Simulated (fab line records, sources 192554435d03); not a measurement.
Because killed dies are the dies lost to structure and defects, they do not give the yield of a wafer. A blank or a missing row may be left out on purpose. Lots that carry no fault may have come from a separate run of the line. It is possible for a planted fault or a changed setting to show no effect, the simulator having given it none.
Chamber matching | flow n5Finfet | aldMetal-04 running N5_BEOL_M7_ALD_77: 4 sister chambers
The step deposits TaN, target thk 2 nm, pulse time 2 s, purge time 3 s. 4 wafers are shown with their chamber, then 12 later ones without.

== WAFERS WITH THEIR CHAMBER ==
wafer  | chamber | heaterPowerW (W)
L087.1 | 3       | 441
L089.3 | 0       | 376
L089.5 | 2       | 405
L089.6 | 1       | 350

== WAFERS WITH NO CHAMBER GIVEN ==
wafer  | heaterPowerW (W)
L093.1 | 346
L093.3 | 389
L093.4 | 427
L092.2 | 416
L092.5 | 421
L092.6 | 399
L094.1 | 395
L094.4 | 347
L094.6 | 381
L097.3 | 380
L097.4 | 434
L097.6 | 378

== THE CHAMBER EACH PASSED THROUGH ==
wafer  | from the rows above     | in truth
L093.1 | 1                       | 1
L093.3 | can't be placed: 0 or 2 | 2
L093.4 | can't be placed: 3 or 2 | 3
L092.2 | can't be placed: 2 or 3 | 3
L092.5 | can't be placed: 2 or 3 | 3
L092.6 | can't be placed: 2 or 0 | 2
L094.1 | can't be placed: 2 or 0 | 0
L094.4 | 1                       | 1
L094.6 | 0                       | 0
L097.3 | 0                       | 0
L097.4 | 3                       | 3
L097.6 | 0                       | 0
6 of 12 placed correctly. From these rows, 6 cannot be placed; in 6 the true chamber is one of the candidates. Wrongly placed: 0.
How it was worked out, from the rows above alone: a wafer's distance from a chamber is the root of the sum, over the readings, of the square of ((its reading less the chamber's mean) divided by the reading's scatter). The wafer belongs to the nearest chamber; if the next one is less than 2 further off, it can't be placed. A chamber's mean is the mean of its shown wafers. The scatter: with one shown wafer a chamber, the root of the mean of the squares of how far each hidden wafer lies from its nearest shown one.
